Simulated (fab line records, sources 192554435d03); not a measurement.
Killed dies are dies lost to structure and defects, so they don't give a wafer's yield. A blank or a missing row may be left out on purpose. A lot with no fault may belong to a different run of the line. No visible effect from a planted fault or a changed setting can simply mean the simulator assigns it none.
Split-lot trial -- flow n5 finfet -- 7 lots, 21 wafers read, on a route of 1938 steps

ABOUT THE SPLIT
At N5_FIN_CUT_COAT_19 (time 60 s, resist thk 20 nm), the setting spin rpm was moved away from the recipe's 1500 rpm on 6 of the 21 wafers read, by -6.9% to +9.9%. The other wafers ran this setting at the recipe's value.

FROM THE SPLIT TO THE READING: what the file shows between them, 5 steps
- N5_FIN_CUT_COAT_29: time 60 s, resist thk 10 nm
- N5_FIN_CUT_COAT_02: resist thk 30 nm
- N5_FIN_CUT_DESCUM_13: chemistry O2, time 7 s
- N5_FIN_CUT_ETCH_30: etches underlayer in N2/H2, target depth 13 nm, time 10.4 s
- N5_FIN_CUT_ETCH_20: etches SiARC in CF4, target depth 26 nm, time 43.3 s

THE READING
SiARC_of_FIN_CUT_COAT_19.thk nm (the simulator's own value, which no gauge read), in nm, at N5_FIN_CUT_ETCH_21 (etches SOC in N2/H2, target depth 219 nm, overetch 43.8 nm, time 523.5 s). There is no usual value for it anywhere in the file. Across the 15 wafers here that went through the recipe, the average is 12.0 nm and the standard deviation 0.18 nm.

wafer,"tool, chamber at the split","spin rpm as run, rpm",against the recipe,"SiARC_of_FIN_CUT_COAT_19.thk nm, nm",against lot-mates on the recipe
L074.2,"litho track-02, 0",1500,recipe,12,-
L074.3,"litho track-02, 0",1500,recipe,12.4,-
L074.4,"litho track-02, 0",1500,recipe,12,-
L080.2,"litho track-01, 0",1500,recipe,12,-
L080.3,"litho track-01, 0",1636,+9.1%,11,-1.0
L080.6,"litho track-01, 0",1636,+9.1%,11,-1.0
L082.4,"litho track-02, 0",1648,+9.9%,10.6,no lot-mate on the recipe
L082.5,"litho track-02, 0",1648,+9.9%,10.8,no lot-mate on the recipe
L082.6,"litho track-02, 0",1648,+9.9%,10.6,no lot-mate on the recipe
L086.1,"litho track-02, 0",1500,recipe,12,-
L086.4,"litho track-02, 0",1500,recipe,11.8,-
L086.5,"litho track-02, 0",1500,recipe,12,-
L089.1,"litho track-02, 0",1500,recipe,12.2,-
L089.4,"litho track-02, 0",1500,recipe,12.2,-
L089.6,"litho track-02, 0",1500,recipe,12,-
L091.1,"litho track-04, 0",1500,recipe,11.8,-
L091.4,"litho track-04, 0",1396,-6.9%,12.4,+0.6
L091.6,"litho track-04, 0",1500,recipe,11.8,-
L093.3,"litho track-04, 0",1500,recipe,11.8,-
L093.4,"litho track-04, 0",1500,recipe,11.8,-
L093.6,"litho track-04, 0",1500,recipe,11.8,-

FIT RESULTS
A straight line over all 21 wafers: SiARC_of_FIN_CUT_COAT_19.thk nm changes by -0.115 nm for each +1% of spin rpm; r = -0.94; the points scatter about the line by 0.19 nm.
The same after taking each lot's own level away (the mean of its wafers on the recipe; 18 wafers): -0.104 nm for each +1%; r = -0.96; scatter 0.11 nm.
That fit puts the effect of the largest move of spin rpm on the reading at 1 nm.
The span of the lots' own levels, 11.80 to 12.13 nm, comes to 1.9 times the standard deviation stated above.
The two slopes are in agreement: the lot-to-lot level therefore moves the slope only a little.
Check: for one of the wafers moved furthest among these (+9.1%), held out of the fit, the line's prediction against its lot-mates is -0.93 nm. Against them it came out at -1 nm.

THE OTHER SPLITS THESE WAFERS WENT THROUGH
Note: prior to the reading, these wafers also went through further splits. Each is held against what the fit with the lots' levels taken away leaves over:
other split on the same wafers,wafers away from the commonest value,r with SiARC_of_FIN_CUT_COAT_19.thk nm (lot level and that fit taken away)
N5_ZERO_LAYER_EXPOSE_08 dose mj,10,+0.27
N5_ZERO_LAYER_DEVELOP_10 develop time s,10,+0.09
N5_WELL_APT_COAT_02 spin rpm,5,+0.17
N5_WELL_APT_PEB_06 peb time s,8,+0.16
N5_FIN_CUT_COAT_18 spin rpm,8,+0.34

THE WHOLE CHAIN: every reading that the file lists as answering this split, in the file's order
step,what it does,reading,change (the file's fit),r (the file's)
N5_FIN_CUT_COAT_19,"time 60 s, resist thk 20 nm","SiARC_of_FIN_CUT_COAT_19.thk nm (the simulator's own value, which no gauge read)",-0.0876 nm for each +1% of the setting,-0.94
N5_FIN_CUT_ETCH_20,"etches SiARC in CF4, target depth 26 nm, time 43.3 s","etch.depth nm (the simulator's own value, which no gauge read)",-0.0952 nm for each +1% of the setting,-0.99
N5_FIN_CUT_ETCH_21,"etches SOC in N2/H2, target depth 219 nm, overetch 43.8 nm, time 523.5 s","SiARC_of_FIN_CUT_COAT_19.thk nm (the simulator's own value, which no gauge read)",-0.102 nm for each +1% of the setting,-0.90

THE FILE'S OWN FIT
SiARC_of_FIN_CUT_COAT_19.thk nm changes by -0.102 nm for each +1% of spin rpm, r = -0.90.
